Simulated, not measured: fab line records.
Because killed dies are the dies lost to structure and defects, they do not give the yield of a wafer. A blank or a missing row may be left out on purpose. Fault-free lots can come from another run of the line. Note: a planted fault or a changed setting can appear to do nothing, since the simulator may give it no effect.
fab line records	flow nand-harc
record: lots: 24	wafers: 72	last-day: 26
route steps=1159 shown P_M0@274 P_M1@298 P_M2@348
lots that met no fault: taken from a fault-free run of the same line
start-h: the number of hours between the record's first day and the start of the first shown wafer of the lot	wait-h: time in hours since the lot's previous step	" identical to the entry in the row above	L1.1+2: a single row standing in for several wafers	- no value present, or no start provided	* or withheld: withheld	< > ~ a bound
route shown NAME@n: NAME is a module with steps in the file, n the number in the route of the first one	usual: mean and standard deviation over wafers with no fault	same: alike in all rows	chamber/n: place in a boat	sites: each site's reading	_std_site: the values' standard deviation	_edge_site: outer sites' mean less inner sites'	radius-mm: how far each site lies from the wafer's centre	mask NAME#n: copy n	behind: the last tool/chamber to shape the wafer	hold: the reason the lot was held/the length of the hold in hours/how it ended	device: names the non-switching transistor (n, p or np)	end of line: the same wafers' tests at the end of the route	a step without rows: its recipe alone	killed: at the first sort, the dies lost to defects and structure; wafer yield is something else	map: the dies of a wafer, with x for killed, . for not killed, _ for no die there
set.NAME: the setting that was run; set.NAME@STEP: the one run at that earlier step	model.NAME: the simulator's own value behind a step, which no gauge read
steps of the route over a sample of lots; a table a step, a row a wafer
services: when a tool's chamber went out of use (start-h, in hours from the record's first day, below 0 if earlier), for how many hours, and the reason
== steps ==
step: NHARC_P_M0_PVD_20
recipe: target-thk-a: 50	bias-v: 168.6	power-w: 15000	chamber-pressure-pa: 0.12	time-s: 8.06	substrate-temp-c: 50	material: TaN
usual: throttle-valve-pct: 30.2/1.2
lot.wafer	tool	chamber	start-h	wait-h	throttle-valve-pct
L074.3	pvd-sputter-02	-	-	-	30.1
L074.1	"	-	"	"	28.1
L074.6	"	-	"	"	29.0
L075.3	pvd-sputter-03	-	-	-	31.2
L075.4	"	-	"	"	29.9
L075.5	"	-	"	"	30.9
L076.3	pvd-sputter-03	-	-	-	30.0
L076.1	"	-	"	"	29.2
L076.6	"	-	"	"	30.8
L077.3	pvd-sputter-02	-	-	-	30.2
L077.6	"	-	"	"	28.2
L077.5	"	-	"	"	29.9
L078.1	pvd-sputter-03	-	-	-	30.0
L078.3	"	-	"	"	30.4
L078.5	"	-	"	"	30.2
L079.3	pvd-sputter-01	-	-	-	32.5
L079.4	"	-	"	"	28.9
L079.2	"	-	"	"	32.1
L080.1	pvd-sputter-01	-	-	-	32.1
L080.4	"	-	"	"	30.3
L080.5	"	-	"	"	28.9
L082.3	pvd-sputter-02	-	-	-	28.2
L082.6	"	-	"	"	28.2
L082.5	"	-	"	"	30.3
L081.4	pvd-sputter-02	-	-	-	28.5
L081.5	"	-	"	"	28.3
L081.6	"	-	"	"	30.1
L083.3	pvd-sputter-01	-	-	-	29.1
L083.1	"	-	"	"	31.7
L083.5	"	-	"	"	29.5
L084.1	pvd-sputter-03	-	-	-	30.0
L084.3	"	-	"	"	30.3
L084.6	"	-	"	"	29.3
L085.3	pvd-sputter-03	-	-	-	30.9
L085.4	"	-	"	"	30.1
L085.6	"	-	"	"	29.2
L087.3	pvd-sputter-03	-	-	-	29.2
L087.1	"	-	"	"	30.2
L087.5	"	-	"	"	31.3
L086.2	pvd-sputter-01	-	-	-	28.7
L086.4	"	-	"	"	31.8
L086.3	"	-	"	"	29.2
L088.1	pvd-sputter-03	-	-	-	29.3
L088.2	"	-	"	"	31.1
L088.6	"	-	"	"	29.2
L089.1	pvd-sputter-03	-	-	-	29.3
L089.2	"	-	"	"	30.3
L089.5	"	-	"	"	31.3
L090.1	pvd-sputter-03	-	-	-	30.4
L090.3	"	-	"	"	30.9
L090.6	"	-	"	"	31.1
L091.3	pvd-sputter-01	-	-	-	32.1
L091.4	"	-	"	"	28.6
L091.5	"	-	"	"	29.3
L094.4	pvd-sputter-01	-	-	-	31.6
L094.1	"	-	"	"	29.1
L094.6	"	-	"	"	29.0
L093.4	pvd-sputter-02	-	-	-	30.5
L093.6	"	-	"	"	30.3
L093.5	"	-	"	"	29.1
L092.3	pvd-sputter-01	-	-	-	32.1
L092.2	"	-	"	"	29.3
L092.5	"	-	"	"	28.9
L095.4	pvd-sputter-01	-	-	-	28.8
L095.1	"	-	"	"	31.9
L095.2	"	-	"	"	32.1
L096.3	pvd-sputter-03	-	-	-	29.4
L096.6	"	-	"	"	29.3
L096.5	"	-	"	"	30.3
L097.2	pvd-sputter-01	-	-	-	29.6
L097.1	"	-	"	"	28.8
L097.6	"	-	"	"	29.3
step: NHARC_P_M0_INSPECT_27
usual: raw-defect-count: 339/120
lot.wafer	tool	chamber	start-h	wait-h	raw-defect-count
L074.1	defect-inspect-01	-	119.22	0.0	466
L074.3	"	-	"	"	182
L074.6	"	-	"	"	319
L075.3	defect-inspect-01	-	127.71	0.0	330
L075.4	"	-	"	"	252
L075.5	"	-	"	"	418
L076.1	defect-inspect-02	-	128.26	0.0	338
L076.3	"	-	"	"	302
L076.6	"	-	"	"	213
L077.3	defect-inspect-02	-	144.58	0.0	368
L077.5	"	-	"	"	291
L077.6	"	-	"	"	276
L078.1	defect-inspect-02	-	145.23	0.0	349
L078.3	"	-	"	"	397
L078.5	"	-	"	"	311
L079.2	defect-inspect-02	-	150.85	0.0	385
L079.3	"	-	"	"	271
L079.4	"	-	"	"	184
L080.1	defect-inspect-01	-	158.47	0.0	326
L080.4	"	-	"	"	404
L080.5	"	-	"	"	428
L082.3	defect-inspect-01	-	163.48	0.0	474
L082.5	"	-	"	"	252
L082.6	"	-	"	"	352
L081.4	defect-inspect-01	-	171.01	0.0	358
L081.5	"	-	"	"	221
L081.6	"	-	"	"	191
L083.1	defect-inspect-01	-	176.66	0.0	280
L083.3	"	-	"	"	230
L083.5	"	-	"	"	309
L084.1	defect-inspect-02	-	181.44	0.0	233
L084.3	"	-	"	"	250
L084.6	"	-	"	"	258
L085.3	defect-inspect-02	-	193.98	0.0	543
L085.4	"	-	"	"	418
L085.6	"	-	"	"	837
L087.1	defect-inspect-01	-	195.09	0.0	443
L087.3	"	-	"	"	155
L087.5	"	-	"	"	256
L086.2	defect-inspect-01	-	195.33	0.0	262
L086.3	"	-	"	"	325
L086.4	"	-	"	"	319
L088.1	defect-inspect-01	-	209.23	0.0	249
L088.2	"	-	"	"	339
L088.6	"	-	"	"	385
L089.1	defect-inspect-02	-	210.23	0.0	277
L089.2	"	-	"	"	538
L089.5	"	-	"	"	408
L090.1	defect-inspect-01	-	219.03	0.0	268
L090.3	"	-	"	"	466
L090.6	"	-	"	"	401
L091.3	defect-inspect-01	-	224.67	0.0	394
L091.4	"	-	"	"	160
L091.5	"	-	"	"	210
L094.1	defect-inspect-02	-	232.68	0.0	322
L094.4	"	-	"	"	471
L094.6	"	-	"	"	281
L093.4	defect-inspect-01	-	241.87	0.0	286
L093.5	"	-	"	"	272
L093.6	"	-	"	"	308
L092.2	defect-inspect-01	-	242.35	0.0	391
L092.3	"	-	"	"	393
L092.5	"	-	"	"	340
L095.1	defect-inspect-02	-	244.21	0.0	679
L095.2	"	-	"	"	230
L095.4	"	-	"	"	738
L096.3	defect-inspect-02	-	250.06	0.0	339
L096.5	"	-	"	"	333
L096.6	"	-	"	"	379
L097.1	defect-inspect-01	-	258.07	0.0	222
L097.2	"	-	"	"	225
L097.6	"	-	"	"	477
step: NHARC_P_M0_PRE_CLEAN_31
recipe: time-s: 12	temp-c: 370	rf-power-w: 300	gas: NH3
usual: heater-power-w: 640/73
lot.wafer	tool	chamber	start-h	wait-h	heater-power-w
L074.1	pecvd-01	0	119.30	0.1	644
L074.3	"	1	"	"	627
L074.6	"	1	"	"	626
L075.4	pecvd-04	1	127.82	0.1	587
L075.3	"	2	"	"	582
L075.5	"	2	"	"	578
L076.3	pecvd-03	1	128.33	0.1	627
L076.1	"	2	"	"	673
L076.6	"	1	"	"	613
L077.3	pecvd-04	0	144.67	0.1	549
L077.6	"	1	"	"	581
L077.5	"	2	"	"	538
L078.3	pecvd-01	2	145.30	0.1	797
L078.1	"	1	"	"	622
L078.5	"	2	"	"	801
L079.2	pecvd-04	0	150.96	0.1	551
L079.3	"	1	"	"	574
L079.4	"	1	"	"	589
L080.1	pecvd-03	2	158.55	0.1	675
L080.4	"	1	"	"	717
L080.5	"	0	"	"	575
L082.3	pecvd-03	0	163.55	0.1	686
L082.6	"	2	"	"	736
L082.5	"	1	"	"	656
L081.6	pecvd-04	2	171.12	0.1	629
L081.4	"	0	"	"	592
L081.5	"	1	"	"	619
L083.3	pecvd-01	0	176.73	0.1	741
L083.1	"	2	"	"	806
L083.5	"	1	"	"	655
L084.1	pecvd-04	1	181.53	0.1	619
L084.3	"	2	"	"	639
L084.6	"	0	"	"	509
L085.3	pecvd-04	1	194.08	0.1	663
L085.4	"	2	"	"	591
L085.6	"	0	"	"	506
L087.3	pecvd-01	0	195.17	0.1	671
L087.1	"	1	"	"	675
L087.5	"	1	"	"	681
L086.2	pecvd-03	0	195.41	0.1	714
L086.3	"	2	"	"	710
L086.4	"	1	"	"	662
L088.2	pecvd-01	0	209.30	0.1	699
L088.1	"	2	"	"	750
L088.6	"	1	"	"	646
L089.1	pecvd-04	0	210.30	0.1	592
L089.2	"	1	"	"	604
L089.5	"	2	"	"	632
L090.3	pecvd-04	2	219.09	0.1	634
L090.1	"	0	"	"	604
L090.6	"	2	"	"	649
L091.3	pecvd-01	0	224.76	0.1	780
L091.4	"	1	"	"	661
L091.5	"	2	"	"	825
L094.1	pecvd-04	2	232.75	0.1	542
L094.6	"	2	"	"	541
L094.4	"	0	"	"	587
L093.4	pecvd-04	0	241.98	0.1	615
L093.6	"	1	"	"	628
L093.5	"	2	"	"	624
L092.2	pecvd-04	1	242.42	0.1	609
L092.3	"	0	"	"	596
L092.5	"	0	"	"	601
L095.2	pecvd-04	0	244.30	0.1	533
L095.1	"	2	"	"	630
L095.4	"	0	"	"	525
L096.3	pecvd-04	0	250.14	0.1	602
L096.6	"	1	"	"	611
L096.5	"	2	"	"	621
L097.1	pecvd-04	2	258.14	0.1	563
L097.2	"	0	"	"	516
L097.6	"	1	"	"	602
step: NHARC_P_M1_DESCUM_14
recipe: time-s: 3	o2-flow-sccm: 200	ar-flow-sccm: 0	bias-power-w: 0	chemistry: O2
usual: drypump-motor-current-A: 5.8/0.43	o2-flow-sccm: 200.0/0.58	oes-product-au: 0.995/0.013	rf-vpp-V: 57.8/0.85	showerhead-plenum-p-Torr: 1.93/0.08	throttle-valve-pct: 11.311/0.0089
same: bias-power-w: 0
lot.wafer	tool	chamber	start-h	wait-h	drypump-motor-current-A	o2-flow-sccm	oes-product-au	rf-hours-counter-h	rf-vpp-V	showerhead-plenum-p-Torr	throttle-valve-pct
L074.3	rie-diel-02	0	120.82	0.1	5.7	199.8	1.009	3	58.1	1.95	11.304
L074.1	"	2	"	"	5.4	200.0	0.984	3	57.9	1.89	11.321
L074.6	"	1	"	"	6.2	199.9	1.012	-	59.1	1.87	11.309
L075.4	rie-diel-05	3	129.47	0.1	4.9	199.7	1.015	10	57.7	2.00	11.312
L075.3	"	1	"	"	6.3	200.4	0.982	9	58.4	2.03	11.318
L075.5	"	3	"	"	5.0	199.2	1.012	-	58.6	2.00	11.305
L076.1	rie-diel-09	3	129.84	0.1	5.5	200.3	1.003	4	56.3	2.03	11.319
L076.3	"	2	"	"	6.2	199.9	0.989	4	58.0	2.03	11.302
L076.6	"	3	"	"	5.5	201.1	0.993	-	57.2	2.03	11.308
L077.3	rie-diel-09	2	146.14	0.1	6.2	199.4	0.982	4	58.6	2.03	11.322
L077.6	"	2	"	"	6.2	200.1	0.998	-	57.7	2.03	11.318
L077.5	"	3	"	"	5.5	200.3	1.001	-	57.2	2.03	11.321
L078.1	rie-diel-09	2	146.68	0.1	6.2	199.1	0.978	4	60.2	2.03	11.304
L078.3	"	0	"	"	5.3	200.2	0.984	4	57.4	2.00	11.321
L078.5	"	3	"	"	5.5	199.5	1.006	-	59.3	2.03	11.305
L079.3	rie-diel-05	0	152.44	0.1	5.6	200.4	1.005	13	56.9	1.81	11.300
L079.2	"	2	"	"	6.3	201.2	0.998	10	58.9	1.99	11.321
L079.4	"	3	"	"	5.0	201.1	0.994	10	58.5	2.00	11.311
L080.4	rie-diel-02	0	160.03	0.1	5.7	200.9	1.000	0	55.7	1.95	11.312
L080.1	"	2	"	"	5.4	199.9	0.988	0	57.1	1.89	11.300
L080.5	"	1	"	"	6.2	201.0	1.012	-	56.0	1.87	11.314
L082.3	rie-diel-02	1	164.95	0.1	6.2	200.2	1.007	0	57.8	1.87	11.307
L082.6	"	0	"	"	5.7	200.5	1.010	-	57.7	1.95	11.303
L082.5	"	1	"	"	6.2	200.1	1.002	-	57.5	1.87	11.310
L081.4	rie-diel-09	0	172.59	0.1	5.3	200.0	0.987	6	58.2	2.00	11.308
L081.6	"	0	"	"	5.3	199.6	0.989	-	58.0	2.00	11.313
L081.5	"	1	"	"	6.5	199.7	0.984	-	58.5	1.98	11.317
L083.3	rie-diel-02	2	178.12	0.1	5.4	200.1	0.988	0	57.3	1.89	11.297
L083.1	"	1	"	"	6.1	198.4	1.002	0	57.4	1.87	11.320
L083.5	"	3	"	"	6.1	200.1	0.981	-	57.8	1.80	11.313
L084.3	rie-diel-02	3	183.04	0.1	6.0	199.7	0.980	1	56.8	1.80	11.323
L084.1	"	0	"	"	5.7	199.3	0.994	1	57.2	1.95	11.305
L084.6	"	2	"	"	5.4	200.5	0.991	-	57.9	1.89	11.292
L085.4	rie-diel-02	3	195.42	0.1	6.0	199.8	0.972	1	56.5	1.80	11.307
L085.3	"	1	"	"	6.2	199.2	1.015	1	57.3	1.87	11.309
L085.6	"	3	"	"	6.1	199.0	0.978	-	57.8	1.80	11.317
L087.3	rie-diel-09	3	196.69	0.1	5.5	199.8	0.994	7	58.3	2.02	11.313
L087.1	"	0	"	"	5.3	199.5	0.981	7	58.6	2.00	11.309
L087.5	"	2	"	"	6.2	200.6	0.975	-	57.5	2.03	11.318
L086.4	rie-diel-02	0	196.95	0.1	5.7	200.1	1.005	1	57.1	1.95	11.325
L086.3	"	1	"	"	6.2	199.3	1.008	1	57.7	1.87	11.306
L086.2	"	2	"	"	5.4	199.5	0.986	1	57.1	1.89	11.307
L088.1	rie-diel-02	2	210.69	0.1	5.4	199.7	0.988	1	57.3	1.89	11.321
L088.2	"	1	"	"	6.2	199.6	1.008	1	56.1	1.87	11.300
L088.6	"	3	"	"	6.1	199.5	0.985	-	58.6	1.80	11.318
L089.1	rie-diel-09	1	211.68	0.1	6.6	200.6	0.992	8	58.3	1.98	11.321
L089.2	"	0	"	"	5.3	199.5	0.992	9	58.0	2.00	11.314
L089.5	"	1	"	"	6.6	200.0	0.981	-	58.0	1.98	11.315
L090.3	rie-diel-02	2	220.58	0.1	5.4	200.6	0.980	1	57.1	1.89	11.292
L090.1	"	0	"	"	5.7	199.3	1.012	2	58.2	1.95	11.309
L090.6	"	3	"	"	6.0	200.1	0.974	-	57.7	1.80	11.315
L091.3	rie-diel-05	0	226.12	0.1	5.6	199.1	1.021	2	57.0	1.81	11.318
L091.4	"	3	"	"	5.0	199.7	1.013	2	58.8	2.00	11.313
L091.5	"	1	"	"	6.3	199.2	0.998	-	58.8	2.03	11.297
L094.4	rie-diel-02	3	234.13	0.1	6.1	200.5	0.979	2	57.0	1.80	11.302
L094.1	"	2	"	"	5.4	200.4	0.989	2	57.6	1.89	11.306
L094.6	"	0	"	"	5.7	199.8	1.020	-	58.3	1.95	11.302
L093.4	rie-diel-09	1	243.49	0.1	6.6	200.3	0.990	10	58.8	1.98	11.297
L093.5	"	2	"	"	6.2	199.8	0.987	-	58.3	2.02	11.314
L093.6	"	3	"	"	5.5	200.0	1.008	-	58.1	2.02	11.310
L092.3	rie-diel-05	3	243.91	0.1	5.0	199.4	1.013	3	58.5	2.00	11.304
L092.2	"	2	"	"	6.4	200.2	1.003	4	57.5	1.98	11.313
L092.5	"	0	"	"	5.6	200.3	1.005	-	56.6	1.81	11.307
L095.1	rie-diel-02	1	245.85	0.1	6.1	200.3	1.003	2	57.9	1.87	11.320
L095.2	"	2	"	"	5.4	199.7	0.983	2	57.3	1.89	11.305
L095.4	"	3	"	"	6.1	199.9	0.970	3	58.5	1.80	11.304
L096.3	rie-diel-05	0	251.69	0.1	5.5	199.3	1.006	3	57.7	1.81	11.308
L096.6	"	2	"	"	6.3	199.8	1.006	-	57.5	1.98	11.293
L096.5	"	3	"	"	5.0	199.8	1.002	-	57.5	2.00	11.323
L097.2	rie-diel-02	3	259.67	0.1	6.1	200.3	0.982	3	57.7	1.80	11.317
L097.1	"	0	"	"	5.7	201.2	1.014	3	57.3	1.95	11.309
L097.6	"	1	"	"	6.2	200.0	0.993	-	56.9	1.87	11.323
step: NHARC_P_M1_STRIP_18
recipe: power-w: 1000	n2-flow-sccm: 150	h2-flow-sccm: 150	ar-flow-sccm: 0	bias-w: 0	chemistry: N2/H2
usual: drypump-motor-current-A: 5.9/0.48	oes-product-au: 1.000/0.013	power-w: 999.8/2.8	rf-vpp-V: 90.9/0.96	showerhead-plenum-p-Torr: 2.08/0.086	throttle-valve-pct: 14.171/0.0086
lot.wafer	tool	chamber	start-h	wait-h	drypump-motor-current-A	oes-product-au	power-w	rf-hours-counter-h	rf-vpp-V	showerhead-plenum-p-Torr	throttle-valve-pct
L074.3	rie-diel-05	0	121.24	0.1	5.6	1.001	995.8	10	91.0	1.93	14.164
L074.1	"	3	"	"	5.0	1.018	997.4	8	89.9	2.13	14.165
L074.6	"	1	"	"	6.3	0.979	998.7	-	91.6	2.17	14.168
L075.4	rie-diel-05	0	129.90	0.1	5.6	1.004	1000.8	12	90.6	1.93	14.162
L075.3	"	1	"	"	6.3	0.988	1002.8	9	92.0	2.16	14.179
L075.5	"	3	"	"	5.0	1.024	1001.1	-	90.3	2.13	14.171
L076.1	rie-diel-02	1	130.22	0.1	6.2	1.018	1002.4	3	90.5	2.00	14.163
L076.3	"	0	"	"	5.7	1.006	1002.3	3	91.4	2.08	14.183
L076.6	"	2	"	"	5.4	0.983	1001.1	-	90.1	2.01	14.190
L077.3	rie-diel-02	0	146.54	0.1	5.8	1.007	1001.4	4	89.9	2.08	14.172
L077.5	"	3	"	"	6.1	0.984	999.7	-	89.9	1.92	14.171
L077.6	"	0	"	"	5.7	0.993	997.4	-	90.6	2.08	14.152
L078.3	rie-diel-05	2	147.06	0.1	6.3	1.017	1000.9	10	91.2	2.12	14.167
L078.1	"	1	"	"	6.3	0.988	996.6	10	91.0	2.16	14.171
L078.5	"	3	"	"	5.0	1.022	1001.3	-	90.9	2.13	14.178
L079.2	rie-diel-05	0	152.83	0.1	5.6	0.997	999.1	13	91.0	1.93	14.172
L079.3	"	1	"	"	6.3	0.985	997.6	11	92.2	2.16	14.152
L079.4	"	3	"	"	5.0	1.000	1001.8	11	91.3	2.13	14.177
L080.4	rie-diel-09	0	160.46	0.1	5.3	0.978	1000.3	6	91.5	2.13	14.176
L080.1	"	1	"	"	6.6	0.989	1000.6	5	92.0	2.12	14.170
L080.5	"	2	"	"	6.2	0.985	1000.3	-	90.3	2.16	14.178
L082.3	rie-diel-09	1	165.32	0.1	6.6	0.986	1002.7	6	91.2	2.12	14.183
L082.6	"	1	"	"	6.5	0.978	1000.2	-	92.2	2.12	14.172
L082.5	"	2	"	"	6.2	0.999	999.7	-	91.5	2.16	14.156
L081.4	rie-diel-05	0	173.02	0.1	5.6	1.023	1000.5	0	89.9	1.93	14.172
L081.5	"	2	"	"	6.3	0.987	1001.6	-	92.3	2.12	14.176
L081.6	"	3	"	"	5.0	0.996	998.2	-	91.6	2.13	14.183
L083.3	rie-diel-09	3	178.52	0.1	5.5	1.008	1002.2	6	93.1	2.16	14.189
L083.1	"	1	"	"	6.6	0.992	1004.5	6	89.8	2.12	14.168
L083.5	"	3	"	"	5.5	1.015	998.7	-	91.6	2.16	14.171
L084.1	rie-diel-02	1	183.60	0.1	6.2	1.002	997.7	1	89.2	2.00	14.162
L084.3	"	2	"	"	5.4	0.985	999.8	1	90.3	2.01	14.157
L084.6	"	0	"	"	5.8	1.000	996.6	-	90.7	2.08	14.179
L085.4	rie-diel-05	2	195.83	0.1	6.3	0.994	999.7	1	90.2	2.12	14.165
L085.3	"	0	"	"	5.6	1.022	998.6	1	91.8	1.93	14.187
L085.6	"	2	"	"	6.4	0.999	997.7	-	91.4	2.12	14.170
L087.3	rie-diel-09	0	197.07	0.1	5.3	0.984	1001.1	8	91.5	2.13	14.171
L087.1	"	2	"	"	6.2	0.981	1002.9	8	90.4	2.16	14.177
L087.5	"	0	"	"	5.3	0.993	998.6	-	92.9	2.13	14.175
L086.4	rie-diel-05	2	197.35	0.1	6.4	0.989	999.8	1	90.9	2.12	14.179
L086.2	"	3	"	"	5.0	1.012	997.3	1	90.7	2.13	14.161
L086.3	"	0	"	"	5.6	1.022	998.5	1	89.3	1.93	14.170
L088.2	rie-diel-05	2	211.07	0.1	6.3	1.001	1000.3	1	90.7	2.12	14.159
L088.1	"	0	"	"	5.6	1.020	998.6	1	91.0	1.93	14.176
L088.6	"	2	"	"	6.3	1.000	999.9	-	91.3	2.12	14.179
L089.1	rie-diel-02	0	212.20	0.1	5.7	1.008	996.0	1	91.1	2.08	14.167
L089.2	"	3	"	"	6.1	0.977	998.5	1	90.3	1.92	14.168
L089.5	"	1	"	"	6.1	0.998	1001.7	-	90.7	2.00	14.166
L090.1	rie-diel-02	3	220.96	0.1	6.1	0.992	995.4	2	90.4	1.92	14.165
L090.3	"	1	"	"	6.2	1.012	999.5	1	90.9	2.00	14.190
L090.6	"	0	"	"	5.7	1.013	995.4	-	91.0	2.08	14.172
L091.3	rie-diel-09	1	226.51	0.1	6.6	0.982	1001.2	9	90.4	2.12	14.162
L091.4	"	3	"	"	5.5	1.000	1004.3	9	92.4	2.16	14.179
L091.5	"	2	"	"	6.2	0.986	996.0	-	90.8	2.16	14.175
L094.1	rie-diel-09	2	234.51	0.1	6.2	0.982	994.1	10	89.7	2.16	14.185
L094.4	"	3	"	"	5.5	0.994	1001.0	10	91.0	2.16	14.168
L094.6	"	3	"	"	5.5	0.998	999.3	-	91.8	2.16	14.170
L093.4	rie-diel-02	1	243.92	0.1	6.1	0.999	998.4	2	90.0	2.00	14.170
L093.6	"	2	"	"	5.4	0.978	1007.4	-	90.6	2.01	14.176
L093.5	"	3	"	"	6.1	0.979	1007.1	-	88.9	1.92	14.165
L092.2	rie-diel-02	0	244.32	0.1	5.7	1.011	995.6	2	91.9	2.08	14.171
L092.3	"	2	"	"	5.4	0.977	998.8	2	91.1	2.01	14.174
L092.5	"	0	"	"	5.7	1.008	1001.3	-	90.0	2.08	14.182
L095.2	rie-diel-05	2	246.26	0.1	6.3	0.993	999.5	4	91.8	2.12	14.180
L095.1	"	3	"	"	5.0	1.009	998.4	3	92.1	2.13	14.173
L095.4	"	2	"	"	6.3	0.996	1000.4	-	91.1	2.12	14.164
L096.3	rie-diel-09	1	252.08	0.1	6.6	1.004	1000.6	12	91.9	2.12	14.175
L096.6	"	0	"	"	5.3	0.998	1001.3	-	90.4	2.13	14.165
L096.5	"	1	"	"	6.6	0.996	1002.5	-	91.5	2.12	14.163
L097.1	rie-diel-05	2	260.10	0.1	6.3	1.010	997.3	5	91.3	2.12	14.167
L097.2	"	3	"	"	5.0	1.018	1002.1	5	90.7	2.13	14.163
L097.6	"	0	"	"	5.6	1.021	1002.5	-	90.5	1.92	14.169
step: NHARC_P_M2_INSPECT_27
usual: raw-defect-count: 332/120
lot.wafer	tool	chamber	start-h	wait-h	raw-defect-count
L074.1	defect-inspect-02	-	127.88	0.0	524
L074.3	"	-	"	"	626
L074.6	"	-	"	"	618
L075.3	defect-inspect-01	-	136.98	0.0	174
L075.4	"	-	"	"	187
L075.5	"	-	"	"	158
L076.1	defect-inspect-02	-	137.29	0.0	312
L076.3	"	-	"	"	202
L076.6	"	-	"	"	235
L077.3	defect-inspect-02	-	152.99	0.0	448
L077.5	"	-	"	"	310
L077.6	"	-	"	"	456
L078.1	defect-inspect-01	-	153.57	0.1	470
L078.3	"	-	"	"	268
L078.5	"	-	"	"	425
L079.2	defect-inspect-02	-	159.48	0.0	307
L079.3	"	-	"	"	316
L079.4	"	-	"	"	315
L080.1	defect-inspect-02	-	166.79	0.0	232
L080.4	"	-	"	"	333
L080.5	"	-	"	"	392
L082.3	defect-inspect-01	-	171.73	0.0	282
L082.5	"	-	"	"	365
L082.6	"	-	"	"	262
L081.4	defect-inspect-01	-	179.36	0.0	513
L081.5	"	-	"	"	700
L081.6	"	-	"	"	409
L083.1	defect-inspect-01	-	185.04	0.0	367
L083.3	"	-	"	"	452
L083.5	"	-	"	"	367
L084.1	defect-inspect-02	-	190.36	0.0	347
L084.3	"	-	"	"	416
L084.6	"	-	"	"	347
L085.3	defect-inspect-02	-	202.43	0.0	223
L085.4	"	-	"	"	245
L085.6	"	-	"	"	286
L087.1	defect-inspect-01	-	203.58	0.0	212
L087.3	"	-	"	"	260
L087.5	"	-	"	"	406
L086.2	defect-inspect-02	-	203.75	0.0	254
L086.3	"	-	"	"	227
L086.4	"	-	"	"	267
L088.1	defect-inspect-02	-	217.54	0.0	208
L088.2	"	-	"	"	282
L088.6	"	-	"	"	460
L089.1	defect-inspect-01	-	218.75	0.0	477
L089.2	"	-	"	"	367
L089.5	"	-	"	"	422
L090.1	defect-inspect-01	-	227.40	0.0	470
L090.3	"	-	"	"	288
L090.6	"	-	"	"	712
L091.3	defect-inspect-02	-	233.19	0.0	248
L091.4	"	-	"	"	197
L091.5	"	-	"	"	267
L094.1	defect-inspect-01	-	241.10	0.0	155
L094.4	"	-	"	"	147
L094.6	"	-	"	"	172
L093.4	defect-inspect-01	-	250.39	0.0	251
L093.5	"	-	"	"	328
L093.6	"	-	"	"	205
L092.2	defect-inspect-02	-	251.04	0.0	483
L092.3	"	-	"	"	729
L092.5	"	-	"	"	321
L095.1	defect-inspect-01	-	252.64	0.0	432
L095.2	"	-	"	"	333
L095.4	"	-	"	"	379
L096.3	defect-inspect-01	-	258.54	0.0	210
L096.5	"	-	"	"	337
L096.6	"	-	"	"	291
L097.1	defect-inspect-01	-	266.37	0.0	262
L097.2	"	-	"	"	243
L097.6	"	-	"	"	257
== services ==
tool	chamber	start-h	hours	kind
pvd-sputter-03	-	102.02	10.0	pm
rie-diel-02	0	105.20	-	clean
rie-diel-02	1	105.20	-	clean
rie-diel-02	2	105.20	-	clean
rie-diel-02	3	105.20	-	clean
pecvd-03	-	111.20	13.0	pm
rie-diel-05	1	122.49	1.3	repair
pecvd-04	0	123.23	16.0	repair
pecvd-04	-	126.87	0.9	repair
pecvd-04	2	130.30	5.5	repair
rie-diel-02	-	150.70	9.0	pm
pvd-sputter-01	-	158.02	10.0	pm
rie-diel-05	-	163.60	9.0	pm
pvd-sputter-02	-	171.65	6.4	repair
rie-diel-05	3	180.60	3.5	repair
pecvd-04	-	195.00	13.0	pm
pecvd-01	-	197.14	2.9	repair
rie-diel-09	2	203.33	9.9	repair
rie-diel-09	3	205.37	12.2	repair
pvd-sputter-02	-	214.00	10.0	pm
pecvd-03	0	221.68	15.8	repair
pecvd-01	-	237.40	13.0	pm
rie-diel-05	0	246.01	4.7	repair
rie-diel-09	-	254.10	9.0	pm
== key ==
fault none
